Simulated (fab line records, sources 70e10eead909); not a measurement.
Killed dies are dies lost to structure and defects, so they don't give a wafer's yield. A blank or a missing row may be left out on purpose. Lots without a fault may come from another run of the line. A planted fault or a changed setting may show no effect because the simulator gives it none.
fab line records | flow nand_harc
record lots=6 wafers=18 last_day=24
route steps=1159 shown P_M0@278 P_M1@285 END@1159
lots that met no fault: from a run of the same line without faults
start_h: hours from the record's first day to the start of the lot's first wafer shown | wait_h: hours since the lot's step before | " the same as in the row above | L1.1+2: a row that stands for several wafers | - no value, or no start given | * or withheld: withheld | < > ~ a bound
route shown NAME@n: a module of which the file shows steps, and the number in the route of the first | usual: mean/standard deviation of fault-free wafers | same: alike in all rows | chamber/n: place in a boat | sites: the reading at each site | _std_site: their standard deviation | _edge_site: outer sites' mean less inner sites' | radius_mm: how far each site lies from the wafer's centre | mask NAME#n: copy n | behind: the tool/chamber that last shaped the wafer | hold: why the lot was held/for how many hours/how that ended | device: the transistor (n, p or np) that didn't switch | end of line: the same wafers' tests at the end of the route | a step without rows: its recipe alone | killed: dies lost to structure and defects at the first sort, not the wafer's yield | map: a wafer's dies, x killed, . not, _ none there
set.NAME: the setting as run; set.NAME@STEP: as run at that earlier step | model.NAME: the simulator's own value behind a step, which no gauge read
lots at some steps of the route; a table a step, a row a wafer
services: from which hour (start_h, from the record's first day; less than 0 if before it) a tool's chamber was out of use, for how many hours, and why
## steps
# step NHARC_P_M0_CMP_23
# recipe t_overpolish_s=20 target_thk_nm=117.53
# usual motor_current_A=12.1/1.1 time_to_endpoint_s=28.5/2.9
# columns lot.wafer tool chamber start_h wait_h motor_current_A time_to_endpoint_s
L987.2 cmp-04 2 113.14 - 11.0 29.4
L987.3 " 3 " " 12.3 27.3
L987.5 " 1 " " 11.7 27.3
L990.2 cmp-03 1 136.61 - 11.9 29.0
L990.5 " 3 " " 13.4 32.6
L990.6 " 0 " " 13.1 30.0
L993.1 cmp-04 1 156.83 - 11.4 22.1
L993.5 " 3 " " 13.3 25.7
L993.6 " 0 " " 11.4 22.9
L995.2 cmp-04 3 166.64 - 12.8 29.5
L995.3 " 1 " " 11.0 25.8
L995.6 " 3 " " 13.2 29.6
L106.3 cmp-01 0 232.53 - 12.8 30.5
L106.2 " 2 " " 10.0 31.4
L106.5 " 0 " " 12.6 31.9
L110.2 cmp-01 0 254.72 - 13.9 33.2
L110.1 " 3 " " 11.4 33.8
L110.6 " 0 " " 13.7 31.9
# step NHARC_P_M0_THK_MEAS_24
# recipe thk_meas_gauge=xrf
# usual thk_nm=117.5/1.5
# columns lot.wafer tool chamber start_h wait_h thk_nm
L987.2 film_metro-01 - 113.39 - 119.1
L987.3 " - " " 116.8
L987.5 " - " " 116.2
L990.2 film_metro-01 - 136.87 - 118.7
L990.5 " - " " 118.3
L990.6 " - " " 120.5
L993.1 film_metro-02 - 157.09 - 115.6
L993.5 " - " " 119.4
L993.6 " - " " 116.0
L995.2 film_metro-01 - 166.96 - 117.1
L995.3 " - " " 113.7
L995.6 " - " " 117.7
L106.2 film_metro-01 - 232.84 - 119.5
L106.3 " - " " 117.4
L106.5 " - " " 118.9
L110.1 film_metro-02 - 255.04 - 119.5
L110.2 " - " " 119.6
L110.6 " - " " 116.9
# step NHARC_P_M0_SRD_25
# step NHARC_P_M0_INSPECT_27
# usual raw_defect_count=287/120
# columns lot.wafer tool chamber start_h wait_h raw_defect_count
L987.2 defect_inspect-02 - 113.55 0.0 264
L987.3 " - " " 259
L987.5 " - " " 355
L990.2 defect_inspect-01 - 137.03 0.0 307
L990.5 " - " " 443
L990.6 " - " " 498
L993.1 defect_inspect-02 - 157.24 0.0 263
L993.5 " - " " 434
L993.6 " - " " 379
L995.2 defect_inspect-02 - 167.11 0.0 156
L995.3 " - " " 252
L995.6 " - " " 230
L106.2 defect_inspect-01 - 233.00 0.0 425
L106.3 " - " " 502
L106.5 " - " " 402
L110.1 defect_inspect-02 - 255.19 0.0 422
L110.2 " - " " 193
L110.6 " - " " 272
# step NHARC_P_M0_PRE_CLEAN_31
# recipe time_s=12 temp_c=370 rf_power_w=300 gas=NH3
# usual heater_power_w=591/59
# columns lot.wafer tool chamber start_h wait_h heater_power_w
L987.3 pecvd-02 1 113.67 0.1 528
L987.2 " 2 " " 694
L987.5 " 2 " " 712
L990.2 pecvd-02 1 137.12 0.1 546
L990.5 " 0 " " 563
L990.6 " 1 " " 540
L993.1 pecvd-03 2 157.49 0.2 565
L993.6 " 2 " " 552
L993.5 " 0 " " 607
L995.3 pecvd-01 0 167.18 0.1 545
L995.2 " 2 " " 611
L995.6 " 2 " " 596
L106.2 pecvd-02 2 233.08 0.1 589
L106.3 " 0 " " 576
L106.5 " 1 " " 572
L110.2 pecvd-01 1 255.27 0.1 564
L110.1 " 2 " " 624
L110.6 " 2 " " 644
# step NHARC_P_M0_DEP_32
# recipe target_thk_a=300 temp_c=370 target_thk_nm=30 pressure_torr=3 flow_sccm=200 rf_w=450 material=SiCN
# usual heater_power_w=549/63
# columns lot.wafer tool chamber start_h wait_h heater_power_w
L987.3 pecvd-02 1 113.78 0.1 559
L987.2 " 2 " " 652
L987.5 " 2 " " 643
L990.2 pecvd-02 1 137.26 0.1 560
L990.5 " 0 " " 469
L990.6 " 1 " " 576
L993.1 pecvd-03 2 157.57 0.1 496
L993.6 " 2 " " 498
L993.5 " 0 " " 586
L995.3 pecvd-01 0 167.26 0.1 437
L995.2 " 2 " " 521
L995.6 " 2 " " 539
L106.2 pecvd-02 2 233.19 0.1 633
L106.3 " 0 " " 453
L106.5 " 1 " " 458
L110.2 pecvd-01 1 255.38 0.1 609
L110.1 " 2 " " 594
L110.6 " 2 " " 594
# step NHARC_P_M1_DEP_00
# recipe target_thk_a=1825 target_thk_nm=182.5 temp_c=withheld pressure_torr=5 flow_sccm=200 rf_w=600 material=SiOC
# step NHARC_P_M1_DEHYDRATE_01
# recipe temp_c=150 time_s=120
# step NHARC_P_M1_HMDS_02
# recipe time_s=30
# step NHARC_P_M1_COAT_34
# recipe temp_c=200 time_s=65
# step NHARC_P_M1_COAT_03
# recipe spin_rpm=1500 resist_thk_nm=90
# step NHARC_P_M1_SOFTBAKE_04
# recipe temp_c=105 time_s=55
# usual heater_power_total_W=188.44/0.12 resist_line_temp_C=22.99/0.11
# columns lot.wafer tool chamber start_h wait_h heater_power_total_W resist_line_temp_C
L987.2 litho_track-06 0 114 - 188.67 23.12
L987.3 " 0 " " 188.45 23.11
L987.5 " 0 " " 188.30 23.13
L990.2 litho_track-04 0 137 - 188.33 22.99
L990.5 " 0 " " 188.43 23.13
L990.6 " 0 " " 188.43 23.13
L993.1 litho_track-04 0 158 - 204.01 23.06
L993.5 " 0 " " 204.20 22.92
L993.6 " 0 " " 204.15 22.88
L995.2 litho_track-04 0 168 - 204.04 23.03
L995.3 " 0 " " 204.07 23.12
L995.6 " 0 " " 204.16 23.22
L106.2 litho_track-01 0 233 - 188.33 23.09
L106.3 " 0 " " 188.57 22.99
L106.5 " 0 " " 188.42 23.04
L110.1 litho_track-01 0 256 - 188.37 22.88
L110.2 " 0 " " 188.61 22.82
L110.6 " 0 " " 188.52 22.97
# step NHARC_P_M1_EBR_05
# step NHARC_END_SORT_01
# recipe temp_c=25
# usual defect_limited_yield=95.2/1.9 killed_at_array=29/13 killed_at_other=0.7/1 killed_at_periphery=3.2/2.3 killed_dies=33/13 killed_open=3.3/1.7 killed_short=2.0/1.5 sort_bin_2_pct=1.5/0.8 sort_bin_3_pct=0.27/0.22 sort_bin_4_pct=3.0/1.1 sort_n_pass=644/13 sort_rim_yield_pct=96.0/2.9 sort_yield_pct=95.2/1.9
# same gross_dies=677 sort_bin_5_pct[%]=0 sort_bin_6_pct[%]=0 sort_bin_7_pct[%]=0 sort_bin_8_pct[%]=0 sort_rim_n_gross=106.00
# columns lot.wafer tool chamber start_h wait_h defect_limited_yield[%] killed_at_array killed_at_other killed_at_periphery killed_dies killed_open killed_short sort_bin_2_pct[%] sort_bin_3_pct[%] sort_bin_4_pct[%] sort_n_pass sort_rim_yield_pct[%] sort_yield_pct[%]
L987.2 prober-02 0 439.04 2.8 97.0 17 0 3 20 2 1 1.2 0 1.8 657 92.5 97.0
L987.3 prober-02 0 439.84 3.1 97.2 14 0 5 19 4 3 0.9 0.15 1.8 658 97.2 97.2
L987.5 prober-02 0 441.44 3.7 96.0 25 0 2 27 6 1 1.2 0 2.8 650 95.3 96.0
L990.2 prober-02 0 447.70 2.8 95.4 27 1 3 31 3 1 1.8 0.30 2.5 646 95.3 95.4
L990.5 prober-02 0 450.08 3.7 94.7 31 0 5 36 4 2 1.8 0.30 3.2 641 98.1 94.7
L990.6 prober-02 0 450.88 4.0 95.4 27 1 3 31 4 1 0.7 0.30 3.5 646 99.1 95.4
L993.1 prober-02 0 487.15 2.5 96.5 20 0 4 24 0 0 0.7 0.59 2.2 653 95.3 96.5
L993.5 prober-02 0 490.32 3.7 96.8 22 0 0 22 2 0 1.3 0.30 1.6 655 99.1 96.8
L993.6 prober-02 0 491.11 4.0 96.6 21 0 2 23 2 1 1.2 0.30 1.9 654 95.3 96.6
L995.2 prober-01 0 487.96 2.8 93.8 35 1 6 42 3 1 0.9 0.74 4.6 635 96.2 93.8
L995.3 prober-01 0 488.76 3.1 93.9 34 3 4 41 4 1 1.3 0 4.7 636 97.2 93.9
L995.6 prober-01 0 491.13 4.0 92.2 42 0 11 53 4 1 3.7 0.59 3.5 624 96.2 92.2
L110.1 prober-01 0 580.35 2.5 95.4 26 3 2 31 0 1 1.8 0.15 2.7 646 95.3 95.4
L110.2 prober-01 0 581.15 2.8 93.9 33 1 7 41 3 5 1.6 0.74 3.7 636 96.2 93.9
L110.6 prober-01 0 584.31 4.0 93.9 37 0 4 41 4 1 1.6 0.30 4.1 636 97.2 93.9
# killed by level:class
L987.2 A_SLIT:chamber_film_flake=7 A_STAIRCASE:chamber_film_flake=4 A_CHANNEL_HOLE_D1:chamber_film_flake=2 A_CONTACT:chamber_film_flake=2 P_STI:geometric_particle:open=1 P_M0:geometric_particle:short=1 A_CHANNEL_FILL_D1:geometric_particle:open=1 P_STI:chamber_film_flake=1
L987.3 A_SLIT:chamber_film_flake=5 P_CONTACT:geometric_particle:open=2 A_STAIRCASE:chamber_film_flake=2 A_CONTACT:chamber_film_flake=2 P_STI:geometric_particle:short=1 P_M1:geometric_particle:open=1 A_ONON_D1:geometric_particle:short=1 A_CHANNEL_FILL_D1:geometric_particle:short=1
L987.5 A_SLIT:chamber_film_flake=9 A_STAIRCASE:chamber_film_flake=4 A_CHANNEL_FILL_D1:geometric_particle:open=3 A_CHANNEL_HOLE_D1:chamber_film_flake=3 A_CONTACT:chamber_film_flake=2 P_STI:chamber_film_flake=1 P_M0:geometric_particle:open=1 A_ONON_D1:geometric_particle:open=1
L990.2 A_CHANNEL_HOLE_D1:chamber_film_flake=12 A_CONTACT:chamber_film_flake=5 A_CONTACT:geometric_particle:open=3 P_GATE:chamber_film_flake=2 A_STAIRCASE:chamber_film_flake=2 A_M0:chamber_film_flake=2 A_WL_FILL:geometric_particle:short=1 P_ZERO_WELL:chamber_film_flake=1
L990.5 A_CHANNEL_HOLE_D1:chamber_film_flake=14 A_CONTACT:chamber_film_flake=6 A_STAIRCASE:chamber_film_flake=6 P_ZERO_WELL:chamber_film_flake=2 A_CHANNEL_FILL_D1:chamber_film_flake=2 P_STI:geometric_particle:open=1 P_GATE:geometric_particle:open=1 P_CONTACT:geometric_particle:short=1
L990.6 A_CHANNEL_HOLE_D1:chamber_film_flake=12 A_CONTACT:chamber_film_flake=5 A_STAIRCASE:chamber_film_flake=4 A_ONON_D1:geometric_particle:open=2 P_GATE:chamber_film_flake=2 A_ONON_D1:geometric_particle:short=1 A_CHANNEL_FILL_D1:geometric_particle:open=1 A_CONTACT:geometric_particle:open=1
L993.1 A_SLIT:chamber_film_flake=9 A_CHANNEL_HOLE_D1:chamber_film_flake=5 A_CONTACT:chamber_film_flake=4 P_STI:chamber_film_flake=2 A_STAIRCASE:chamber_film_flake=2 P_ZERO_WELL:chamber_film_flake=1 P_GATE:chamber_film_flake=1
L995.2 A_SLIT:chamber_film_flake=13 A_CHANNEL_HOLE_D1:chamber_film_flake=12 A_STAIRCASE:chamber_film_flake=4 P_ZERO_WELL:chamber_film_flake=3 P_GATE:chamber_film_flake=2 A_ZERO_WELL:chamber_film_flake=2 P_CONTACT:geometric_particle:open=1 A_SLIT:geometric_particle:short=1
L995.3 A_CHANNEL_HOLE_D1:chamber_film_flake=14 A_SLIT:chamber_film_flake=6 A_STAIRCASE:chamber_film_flake=5 A_BLC:geometric_particle:open=3 A_WL_FILL:chamber_film_flake=3 HYBRID_BOND:chamber_film_flake=3 P_ZERO_WELL:chamber_film_flake=2 P_GATE:chamber_film_flake=2
L993.5 A_SLIT:chamber_film_flake=9 A_CHANNEL_HOLE_D1:chamber_film_flake=5 A_CONTACT:chamber_film_flake=3 A_STAIRCASE:chamber_film_flake=2 A_SGD_CUT:geometric_particle:open=1 A_CONTACT:geometric_particle:open=1 A_CHANNEL_FILL_D1:chamber_film_flake=1
L993.6 A_SLIT:chamber_film_flake=7 A_CONTACT:chamber_film_flake=5 A_CHANNEL_HOLE_D1:chamber_film_flake=4 A_STAIRCASE:chamber_film_flake=2 A_CHANNEL_FILL_D1:geometric_particle:short=1 A_WL_FILL:geometric_particle:open=1 A_M0:geometric_particle:open=1 P_ZERO_WELL:chamber_film_flake=1
L995.6 A_CHANNEL_HOLE_D1:chamber_film_flake=22 A_SLIT:chamber_film_flake=11 P_ZERO_WELL:chamber_film_flake=5 A_STAIRCASE:chamber_film_flake=5 P_GATE:chamber_film_flake=4 P_CONTACT:geometric_particle:open=2 A_CHANNEL_HOLE_D1:geometric_particle:short=1 A_CONTACT:geometric_particle:open=1
L110.1 A_SLIT:chamber_film_flake=14 A_CHANNEL_HOLE_D1:chamber_film_flake=11 THIN_TSV:chamber_film_flake=3 A_SLIT:geometric_particle:short=1 P_STI:chamber_film_flake=1 P_BONDPAD:chamber_film_flake=1
L110.2 A_SLIT:chamber_film_flake=19 A_CHANNEL_HOLE_D1:chamber_film_flake=5 A_STAIRCASE:chamber_film_flake=3 P_BONDPAD:chamber_film_flake=2 P_M0:geometric_particle:open=1 P_M0:geometric_particle:short=1 A_CHANNEL_HOLE_D1:geometric_particle:open=1 A_CHANNEL_FILL_D1:geometric_particle:short=1
L110.6 A_SLIT:chamber_film_flake=20 A_CHANNEL_HOLE_D1:chamber_film_flake=10 A_STAIRCASE:chamber_film_flake=2 P_M0:geometric_particle:open=1 A_ONON_D1:geometric_particle:open=1 A_CHANNEL_FILL_D1:geometric_particle:short=1 A_WL_FILL:geometric_particle:open=1 A_CONTACT:geometric_particle:open=1
## services
# columns tool chamber start_h hours kind
litho_track-01 - 93.00 7.0 pm
cmp-04 - 105.21 4.0 pm
pecvd-01 - 105.96 0.6 repair
cmp-03 - 108.62 3.7 repair
pecvd-03 - 111.26 13.0 pm
litho_track-06 - 117.00 7.0 pm
pecvd-03 1 133.05 10.7 repair
litho_track-04 - 141.00 7.0 pm
pecvd-02 - 153.00 13.0 pm
pecvd-02 0 153.00 13.0 vent_cycle
pecvd-02 1 153.00 13.0 vent_cycle
pecvd-02 2 153.00 13.0 vent_cycle
cmp-03 - 156.00 4.0 pm
pecvd-02 0 166.00 - clean
pecvd-02 1 166.00 - clean
pecvd-02 2 166.00 - clean
cmp-01 - 179.50 4.0 pm
cmp-03 - 189.27 3.6 repair
cmp-04 - 203.21 4.0 pm
pecvd-02 - 210.38 1.4 repair
cmp-04 - 210.80 1.1 repair
pecvd-02 2 232.57 - calibration
pecvd-01 - 237.21 13.0 pm
cmp-03 - 254.02 4.0 pm
## key
first_sign step=NHARC_P_M1_SOFTBAKE_04 reading=heater_power_total_W direction=up sigmas=99+ usual=* struck=*
effect none on later readings
met_at NHARC_P_M1_SOFTBAKE_04
struck_wafers L993.1,L993.5,L993.6,L995.2,L995.3,L995.6
onset_between 137 158
fault kind=process_parameter_drift tool=litho_track-04 chamber=- onset_h=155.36 steps=NHARC_P_M1_SOFTBAKE_04 channel=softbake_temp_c offset=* shape=step end_h=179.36 acts_in=* stated=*
